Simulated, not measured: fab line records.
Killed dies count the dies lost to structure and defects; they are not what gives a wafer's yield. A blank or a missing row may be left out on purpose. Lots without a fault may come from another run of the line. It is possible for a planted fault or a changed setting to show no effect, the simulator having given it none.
Problem report, 8D (eight disciplines) form, completed by code ; flow n5-finfet ; the parts of the form that need people (team, actions taken, sign-off) are left out

## 1. THE PROBLEM
plate-temp-C at N5_SD_EPI_N_COAT_32 reads a mean of 256.92 C on 6 wafers of 2 lots; wafers without a fault read 250.02 C with a standard deviation of 0.17. Relative to the usual mean, that is a shift of +41 standard deviations.
The step: time 60 s, resist thk 350 nm.
Earliest sighting: wafer L777.1 on litho-track-05 at day 6 18:14. Wafers with a number at this step in the record: 27, from 9 lots. Rule for "out" (also "out of limits"): further than 4 standard deviations from the usual mean. Any other wafer with a number is counted as sound.

## 2. WHAT IT IS AND WHAT IT IS NOT
question;is;is not
which readings at this step;plate-temp-C, heater-power-total-W;-
which lots;L777, L780;L764, L765, L766, L770, L772, L778, L784
which wafers of those lots;all that have a number;-
read on which tools;litho-track-05;litho-track-01, litho-track-03
when;from day 6 18:14;"up to then (15 sound wafers); but 6 sound wafers of L778, L784 came after"

## 3. SUSPECTS, AND WHAT RULES EACH OUT
Counting: a tool at any process step up to the reading remains a suspect when it ran all the lots that are out and ran no sound lot after the first of those.
- litho-track-05 at N5_SD_EPI_N_COAT_32 (time 60 s, resist thk 350 nm): kept. Every lot that is out went through it, starting with L777 (day 6 18:14), and after that it ran no sound lot; the last sound lot it ran before then is L772 (day 5 15:47). Its own readings are out on those wafers: heater-power-total-W, plate-temp-C.
The count leaves litho-track-05 at N5_SD_EPI_N_COAT_32.

## 4. THE CAUSE (what the simulator had put in)
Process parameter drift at N5_SD_EPI_N_COAT_32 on litho-track-05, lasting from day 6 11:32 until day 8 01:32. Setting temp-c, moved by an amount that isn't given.
Counting left only this tool.

## 5. SEQUENCE OF EFFECTS, ordered by route
Rows list readings where the struck wafers' mean (over those with a number) sits beyond 3 standard deviations from the usual. Scope: only readings with a usual standard deviation given in the record; hours: median across lots of the time from each lot's start at the first step in this table that gives one to its start at this step; sigmas: change in usual standard deviations.
hours;step;reading;usual;on struck wafers;change;sigmas
0;N5_SD_EPI_N_COAT_32;heater-power-total-W;500.4 W;518.2;+17.8;+9.4
0;N5_SD_EPI_N_COAT_32;plate-temp-C;250.02 C;256.92;+6.90;+41
Process steps it contains:
- N5_SD_EPI_N_COAT_32: time 60 s, resist thk 350 nm.
Later steps that measure or inspect, where all struck wafers having a row at the step show a number for every such reading and not one has moved that far: N5_SD_EPI_N_CD_MEAS_09, N5_BEOL_M4_RC_MEAS_101.

## 6. HOW IT WOULD HAVE BEEN CAUGHT EARLIER
The fault began at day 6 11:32; the first out-of-limits reading in this record came at day 6 18:14, 7 hours later.
